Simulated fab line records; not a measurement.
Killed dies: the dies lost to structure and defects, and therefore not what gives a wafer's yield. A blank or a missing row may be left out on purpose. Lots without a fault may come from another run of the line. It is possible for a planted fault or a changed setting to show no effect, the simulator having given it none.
fab line records    flow nand-harc
record: lots: 12  wafers: 36  last-day: 32
route steps=1302 shown P_M0@284 P_M1@302 P_M2@318 END@1302
lots that met no fault: taken from a fault-free run of the same line
start-h: hours from the record's opening day to when the first of the lot's shown wafers began    wait-h: hours since the lot's step before    " identical to the entry in the row above    L1.1+2: a row that stands for several wafers    - either no value or no given start    * or withheld: withheld    < > ~ a bound
route shown NAME@n: names a module that has steps shown in the file, with the first one's number in the route    usual: average and standard deviation across the fault-free wafers    same: alike in all rows    chamber/n: place in a boat    sites: per-site readings    _std_site: how widely they spread, as a standard deviation    _edge_site: the outer-site mean with the inner-site mean subtracted    radius-mm: for every site, how far away it sits from the centre of the wafer    mask NAME#n: copy n    behind: the last tool/chamber to shape the wafer    hold: cause of the lot's hold/its duration in hours/its outcome    device: whichever transistor did not switch (one of n, p or np)    end of line: at the end of the route, the tests of the same wafers    where a step has no rows: the recipe by itself    killed: dies lost to structure and defects at the first sort, not the wafer's yield    map: shows each die of a wafer: x if killed, . if not, _ if none is there
set.NAME: the run value of the setting; set.NAME@STEP: its run value at that earlier step    model.NAME: the simulator's own value behind a step, which no gauge read
steps of the route over a sample of lots; a table a step, a row a wafer
services: the hour from which a tool's chamber was out of use, counted from the record's first day as start-h (under 0 if before that day), plus the number of hours and why
== steps ==
step: NHARC_P_M0_DEP_32
recipe: target-thk-a: 300  temp-c: 370  target-thk-nm: 30  pressure-torr: 3  flow-sccm: 200  rf-w: 450  material: SiCN
usual: chamber-pressure-Torr: 3.000/0.007  heater-power-outer-w: 326/60  heater-power-w: 588/98
lot.wafer  tool      chamber  start-h  wait-h  chamber-pressure-Torr  heater-power-outer-w  heater-power-w
L441.1     pecvd-04  2        124.20   0.1     2.987                  310                   577
L441.5     "         1        "        "       3.000                  394                   716
L441.4     "         2        "        "       2.995                  313                   571
L442.1     pecvd-04  0        131.49   0.1     3.006                  375                   626
L442.6     "         2        "        "       2.997                  364                   647
L442.5     "         1        "        "       2.990                  317                   609
L445.1     pecvd-03  0        160.61   0.1     2.997                  252                   450
L445.3     "         2        "        "       3.002                  344                   636
L445.5     "         1        "        "       2.994                  304                   554
L447.6     pecvd-04  2        187.84   0.2     3.001                  326                   601
L447.5     "         0        "        "       2.984                  385                   629
L447.4     "         1        "        "       2.992                  386                   704
L448.1     pecvd-04  0        195.46   0.1     3.011                  402                   662
L448.3     "         1        "        "       3.003                  386                   674
L448.2     "         2        "        "       3.000                  282                   549
L449.3     pecvd-04  0        203.09   0.1     3.015                  361                   592
L449.5     "         2        "        "       3.002                  360                   658
L449.4     "         1        "        "       2.987                  335                   621
L455.2     pecvd-01  2        277.03   0.1     3.010                  241                   441
L455.3     "         1        "        "       2.990                  312                   571
L455.5     "         2        "        "       2.996                  246                   450
L456.3     pecvd-03  2        277.61   0.1     2.996                  329                   629
L456.4     "         2        "        "       3.004                  333                   632
L456.5     "         0        "        "       3.001                  241                   424
L457.3     pecvd-01  0        287.54   0.1     3.013                  438                   736
L457.1     "         2        "        "       2.994                  243                   443
L457.6     "         2        "        "       2.994                  246                   452
L458.1     pecvd-03  1        289.83   0.1     3.002                  356                   633
L458.3     "         2        "        "       3.001                  329                   631
L458.4     "         1        "        "       2.996                  360                   621
L459.2     pecvd-01  1        304.69   0.1     3.021                  321                   583
L459.1     "         2        "        "       2.992                  186                   376
L459.5     "         0        "        "       2.998                  405                   722
L463.1     pecvd-01  2        341.86   0.1     2.998                  240                   468
L463.6     "         0        "        "       2.997                  438                   768
L463.5     "         2        "        "       2.999                  244                   465
step: NHARC_P_M1_STRIP_18
recipe: power-w: 1000  n2-flow-sccm: 150  h2-flow-sccm: 150  ar-flow-sccm: 0  bias-w: 0  chemistry: N2/H2
usual: drypump-motor-current-A: 5.9/0.41  oes-product-au: 1.001/0.01  rf-vpp-V: 90.8/0.92  showerhead-plenum-p-Torr: 2.04/0.089  throttle-valve-pct: 14.171/0.0087
lot.wafer  tool         chamber  start-h  wait-h  drypump-motor-current-A  oes-product-au  rf-hours-counter-h  rf-vpp-V  showerhead-plenum-p-Torr  throttle-valve-pct
L441.1     rie-diel-08  3        125.93   0.1     6.3                      1.019           8                   91.6      2.20                      14.157
L441.4     "            0        "        "       5.5                      1.017           9                   90.0      1.91                      14.182
L441.5     "            3        "        "       6.3                      1.020           -                   91.7      2.20                      14.173
L442.1     rie-diel-04  1        133.31   0.1     5.7                      0.985           34                  91.1      2.08                      14.171
L442.6     "            0        "        "       6.6                      1.010           -                   89.8      2.11                      14.160
L442.5     "            1        "        "       5.6                      0.990           -                   92.2      2.08                      14.175
L445.1     rie-diel-08  2        162.47   0.1     5.6                      1.004           10                  89.8      2.02                      14.179
L445.3     "            3        "        "       6.4                      1.012           11                  92.6      2.20                      14.173
L445.5     "            1        "        "       6.2                      1.004           -                   91.0      1.97                      14.170
L447.4     rie-diel-08  3        189.40   0.1     6.3                      1.007           13                  92.1      2.19                      14.178
L447.6     "            3        "        "       6.3                      1.018           -                   92.1      2.19                      14.158
L447.5     "            0        "        "       5.5                      0.995           -                   90.3      1.91                      14.177
L448.2     rie-diel-04  2        197.14   0.1     5.6                      1.001           1                   90.9      2.01                      14.169
L448.1     "            3        "        "       5.6                      0.997           2                   90.5      1.92                      14.185
L448.3     "            0        "        "       6.6                      1.011           2                   91.0      2.10                      14.185
L449.3     rie-diel-06  2        204.84   0.1     6.7                      0.993           6                   89.5      2.04                      14.173
L449.4     "            1        "        "       5.6                      1.000           6                   91.0      2.14                      14.182
L449.5     "            3        "        "       6.1                      1.016           -                   92.1      2.11                      14.178
L455.3     rie-diel-08  1        278.83   0.1     6.2                      0.983           7                   90.4      1.96                      14.176
L455.2     "            0        "        "       5.5                      1.002           7                   91.4      1.90                      14.154
L455.5     "            1        "        "       6.2                      0.998           -                   90.2      1.96                      14.159
L456.3     rie-diel-08  3        279.85   0.1     6.4                      0.992           7                   91.3      2.19                      14.163
L456.4     "            0        "        "       5.5                      0.995           7                   90.2      1.90                      14.178
L456.5     "            3        "        "       6.3                      0.995           -                   91.8      2.19                      14.180
L457.1     rie-diel-06  0        289.40   0.1     5.7                      1.011           9                   91.4      2.08                      14.162
L457.3     "            1        "        "       5.5                      0.985           11                  90.6      2.14                      14.160
L457.6     "            3        "        "       6.1                      1.001           -                   91.8      2.11                      14.158
L458.4     rie-diel-06  2        291.66   0.1     6.7                      0.994           12                  91.4      2.04                      14.165
L458.3     "            3        "        "       6.1                      1.009           11                  91.1      2.11                      14.168
L458.1     "            0        "        "       5.7                      1.002           9                   91.3      2.08                      14.159
L459.1     rie-diel-06  2        306.43   0.1     6.7                      0.992           13                  91.6      2.04                      14.168
L459.2     "            3        "        "       6.1                      1.005           12                  90.0      2.11                      14.167
L459.5     "            3        "        "       6.1                      1.005           -                   90.3      2.11                      14.169
L463.1     rie-diel-06  3        343.58   0.1     6.1                      1.016           2                   89.4      2.11                      14.159
L463.6     "            0        "        "       5.7                      1.008           -                   90.9      2.08                      14.187
L463.5     "            1        "        "       5.6                      0.997           -                   92.6      2.13                      14.165
step: NHARC_P_M2_DEP_00
recipe: target-thk-a: 1825  target-thk-nm: 182.5  temp-c: withheld  pressure-torr: 5  flow-sccm: 200  rf-w: 600  material: SiOC
usual: chamber-pressure-Torr: 5.000/0.01  rf-fwd-power-W: 598.4/1.7
lot.wafer  tool      chamber  start-h  wait-h  chamber-pressure-Torr  rf-fwd-power-W
L441.1     pecvd-01  0        128.72   -       5.017                  599.9
L441.5     "         0        "        "       5.000                  599.8
L441.4     "         2        "        "       4.987                  598.8
L442.1     pecvd-03  0        136.55   -       4.983                  597.9
L442.5     "         1        "        "       4.991                  599.0
L442.6     "         2        "        "       5.015                  597.4
L445.3     pecvd-03  1        165.22   -       5.005                  597.2
L445.1     "         0        "        "       4.999                  597.8
L445.5     "         2        "        "       4.998                  598.2
L447.4     pecvd-01  1        192.27   -       -                      -
L447.5     "         2        "        "       -                      -
L447.6     "         0        "        "       -                      -
L448.3     pecvd-04  2        199.90   -       -                      -
L448.2     "         0        "        "       -                      -
L448.1     "         1        "        "       -                      -
L449.3     pecvd-04  1        207.58   -       4.998                  598.6
L449.4     "         1        "        "       5.000                  599.6
L449.5     "         0        "        "       4.992                  599.8
L455.2     pecvd-03  2        281.87   -       5.010                  601.2
L455.3     "         0        "        "       5.002                  597.4
L455.5     "         0        "        "       5.022                  598.6
L456.3     pecvd-01  0        282.70   -       4.991                  596.9
L456.4     "         2        "        "       5.025                  598.9
L456.5     "         1        "        "       5.007                  596.3
L457.3     pecvd-03  1        292.16   -       5.007                  598.0
L457.1     "         2        "        "       5.021                  597.2
L457.6     "         2        "        "       5.019                  599.9
L458.3     pecvd-04  0        294.57   -       5.013                  597.4
L458.1     "         2        "        "       4.999                  598.4
L458.4     "         1        "        "       4.999                  600.9
L459.1     pecvd-04  0        309.40   -       4.990                  598.0
L459.2     "         1        "        "       4.994                  599.6
L459.5     "         0        "        "       4.997                  600.3
L463.1     pecvd-04  0        346.41   -       5.008                  595.8
L463.5     "         1        "        "       5.028                  596.1
L463.6     "         2        "        "       4.996                  594.9
step: NHARC_P_M2_ETCH_35
recipe: target-depth-a: 400  overetch-a: 120  time-s: 43.94  ion-energy-ev: 200  n2-flow-sccm: 150  h2-flow-sccm: 150  ar-flow-sccm: 0  rf-w: 400  bias-w: 150  chemistry: N2/H2
usual: drypump-motor-current-A: 5.7/0.49  oes-product-au: 0.997/0.012  rf-vpp-V: 430.8/2.6  showerhead-plenum-p-Torr: 2.05/0.09  throttle-valve-pct: 14.171/0.0099
lot.wafer  tool         chamber  start-h  wait-h  drypump-motor-current-A  oes-product-au  rf-hours-counter-h  rf-vpp-V  showerhead-plenum-p-Torr  throttle-valve-pct
L441.1     rie-diel-02  2        129.70   0.1     6.2                      0.989           8.3                 433.8     2.19                      14.182
L441.4     "            3        "        "       5.5                      0.989           7.6                 428.4     1.94                      14.167
L441.5     "            0        "        "       6.6                      0.988           -                   427.2     1.96                      14.185
L442.1     rie-diel-02  2        137.45   0.1     6.2                      0.987           8.5                 433.3     2.19                      14.159
L442.5     "            3        "        "       5.5                      0.993           -                   428.0     1.94                      14.163
L442.6     "            0        "        "       6.6                      0.983           -                   429.6     1.96                      14.158
L445.1     rie-diel-10  0        166.20   0.1     5.3                      1.026           4.2                 434.1     2.17                      14.181
L445.3     "            2        "        "       6.0                      0.990           4.4                 426.5     1.91                      14.190
L445.5     "            0        "        "       5.3                      1.024           -                   434.5     2.17                      14.169
L447.4     rie-diel-02  1        193.14   0.1     5.0                      0.997           12.6                428.5     1.98                      14.177
L447.5     "            0        "        "       6.6                      0.970           -                   429.1     1.96                      14.182
L447.6     "            1        "        "       4.9                      0.997           -                   429.6     1.98                      14.188
L448.1     rie-diel-13  3        201.01   0.1     5.1                      0.997           1.2                 431.3     2.11                      14.167
L448.2     "            0        "        "       6.1                      0.990           1.2                 429.7     1.98                      14.162
L448.3     "            1        "        "       5.5                      1.000           1.3                 433.4     2.13                      14.167
L449.4     rie-diel-10  0        208.69   0.1     5.4                      1.019           5.5                 434.5     2.17                      14.176
L449.3     "            1        "        "       6.2                      1.014           5.8                 432.2     2.09                      14.155
L449.5     "            2        "        "       5.9                      0.996           -                   427.3     1.91                      14.167
L455.3     rie-diel-13  2        283.00   0.1     5.5                      1.002           5.1                 434.4     2.13                      14.160
L455.2     "            0        "        "       6.2                      1.006           5.5                 429.7     1.98                      14.151
L455.5     "            2        "        "       5.5                      0.999           -                   435.0     2.13                      14.150
L456.4     rie-diel-10  3        283.83   0.1     5.9                      0.996           -                   432.0     2.09                      14.167
L456.3     "            2        "        "       6.0                      0.987           -                   426.1     1.91                      14.181
L456.5     "            2        "        "       6.0                      0.985           -                   428.4     1.91                      14.174
L457.3     rie-diel-13  3        293.12   0.1     5.1                      0.986           5.8                 433.2     2.11                      14.167
L457.1     "            2        "        "       5.5                      0.982           5.5                 431.9     2.13                      14.179
L457.6     "            0        "        "       6.1                      0.998           -                   430.3     1.98                      14.184
L458.4     rie-diel-10  1        295.68   0.1     6.3                      0.994           2.0                 432.2     2.08                      14.171
L458.1     "            3        "        "       5.9                      1.004           2.3                 431.9     2.09                      14.172
L458.3     "            0        "        "       5.3                      1.007           1.5                 433.5     2.17                      14.180
L459.2     rie-diel-13  3        310.51   0.1     5.1                      1.001           7.2                 431.3     2.10                      14.168
L459.1     "            1        "        "       5.4                      0.999           6.1                 432.3     2.13                      14.163
L459.5     "            3        "        "       5.1                      1.003           -                   432.7     2.10                      14.147
L463.1     rie-diel-02  1        347.42   0.1     4.9                      0.990           6.8                 428.6     1.98                      14.159
L463.5     "            1        "        "       4.9                      0.992           -                   427.3     1.98                      14.176
L463.6     "            2        "        "       6.2                      1.000           -                   433.7     2.18                      14.172
step: NHARC_END_SORT_01
recipe: temp-c: 25
usual: defect-limited-yield: 90.2/2.3  killed-at-array: 62/15  killed-at-other: 0.8/1  killed-at-periphery: 3.7/2.6  killed-dies: 66/15  killed-open: 3.1/1.8  killed-short: 2.6/1.7
same: gross-dies: 677
lot.wafer  tool       chamber  start-h  wait-h  defect-limited-yield[%]  killed-at-array  killed-at-other  killed-at-periphery  killed-dies  killed-open  killed-short
L448.1     prober-02  0        639.58   2.5     0                        28               1                648                  677          3            0
L448.2     prober-02  0        640.39   2.8     0                        43               1                633                  677          3            1
L448.3     prober-02  0        641.20   3.1     0                        34               0                643                  677          0            1
L447.4     prober-02  0        649.87   3.4     0                        79               0                598                  677          5            3
L447.5     prober-02  0        650.66   3.7     0                        87               1                589                  677          6            2
L447.6     prober-02  0        651.45   4.0     0                        72               1                604                  677          3            0
killed by level:class
L448.1 P_M2:area-dep=646 A_CHANNEL_HOLE_D2:chamber-film-flake=10 A_STAIRCASE:chamber-film-flake=5 A_CONTACT:chamber-film-flake=5 A_CHANNEL_HOLE_D1:chamber-film-flake=4 P_M0:geometric-particle:open=1 A_CHANNEL_HOLE_D2:geometric-particle:open=1 A_WL_FILL:geometric-particle:open=1
L448.2 P_M2:area-dep=631 A_CHANNEL_HOLE_D2:chamber-film-flake=17 A_STAIRCASE:chamber-film-flake=8 A_CONTACT:chamber-film-flake=6 A_CHANNEL_HOLE_D1:chamber-film-flake=4 A_WL_FILL:chamber-film-flake=3 P_M0:geometric-particle:open=1 A_CHANNEL_FILL_D2:geometric-particle:short=1
L448.3 P_M2:area-dep=641 A_CHANNEL_HOLE_D2:chamber-film-flake=10 A_STAIRCASE:chamber-film-flake=8 A_CONTACT:chamber-film-flake=7 A_CHANNEL_HOLE_D1:chamber-film-flake=6 A_SLIT:chamber-film-flake=2 P_CONTACT:geometric-particle:short=1 P_STI:chamber-film-flake=1
L447.4 P_M2:area-dep=593 A_CHANNEL_HOLE_D2:chamber-film-flake=33 A_SLIT:chamber-film-flake=30 P_STI:chamber-film-flake=3 A_CHANNEL_HOLE_D1:chamber-film-flake=3 A_DECK1_JOINT:chamber-film-flake=3 A_ONON_D1:geometric-particle:open=2 A_ONON_D2:geometric-particle:short=2
L447.5 P_M2:area-dep=589 A_SLIT:chamber-film-flake=36 A_CHANNEL_HOLE_D2:chamber-film-flake=32 A_CHANNEL_HOLE_D1:chamber-film-flake=5 A_STAIRCASE:chamber-film-flake=3 A_M0:geometric-particle:open=2 A_CHANNEL_FILL_D2:chamber-film-flake=2 A_DECK1_JOINT:geometric-particle:short=1
L447.6 P_M2:area-dep=602 A_SLIT:chamber-film-flake=32 A_CHANNEL_HOLE_D2:chamber-film-flake=27 A_CHANNEL_HOLE_D1:chamber-film-flake=4 A_CONTACT:chamber-film-flake=3 A_CONTACT:geometric-particle:open=2 A_STAIRCASE:chamber-film-flake=2 P_GATE:geometric-particle:open=1
== services ==
tool         chamber  start-h  hours  kind
rie-diel-13  3        121.84   8.2    repair
rie-diel-08  2        129.59   10.0   repair
pecvd-01     -        130.00   13.0   pm
rie-diel-06  -        130.20   9.0    pm
rie-diel-06  0        152.61   1.8    repair
rie-diel-13  -        165.00   9.0    pm
rie-diel-06  2        178.76   1.5    repair
pecvd-03     -        185.56   13.0   pm
rie-diel-08  -        190.80   9.0    pm
pecvd-04     -        201.76   0.9    repair
pecvd-03     -        203.43   2.8    repair
pecvd-03     1        230.96   7.7    repair
rie-diel-08  -        235.63   0.2    repair
rie-diel-08  -        267.18   4.9    repair
pecvd-04     -        276.10   13.0   pm
rie-diel-08  1        282.07   4.5    repair
pecvd-04     -        302.30   1.9    repair
rie-diel-06  -        307.20   9.0    pm
pecvd-01     -        311.00   13.0   pm
pecvd-04     -        315.63   1.8    repair
rie-diel-08  2        317.57   15.8   repair
rie-diel-08  3        318.71   36.2   repair
pecvd-03     -        334.73   0.5    repair
pecvd-04     -        337.61   0.6    repair
== key ==
first-sign: step: NHARC_P_M2_DEP_00  reading: tool-record  direction: missing
effect: step: NHARC_END_SORT_01  reading: killed-at-periphery  direction: up  sigmas: 99+  usual: 3.7  struck: 619.2
more-kills-born-at: NHARC_P_M2_DEP_00@pecvd-04: 1918  NHARC_P_M2_DEP_00@pecvd-01: 1784
met-at NHARC_P_M2_DEP_00
struck-lots L447,L448
later-rows-left-out L447.4,L447.5,L447.6,L448.1,L448.2,L448.3
not-acting-at NHARC_P_M0_DEP_32,NHARC_P_M1_STRIP_18,NHARC_P_M2_ETCH_35
onset-between 128.72 192.27
fault: kind: skipped-step-whole  tool: pecvd-01,pecvd-04  chamber: -  onset-h: 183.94  steps: NHARC_P_M2_DEP_00  scope: struck-lots-only
later-rows-left-out: the simulator's readings of these wafers behind a module that went badly wrong aren't trusted and aren't shown, but for the sort
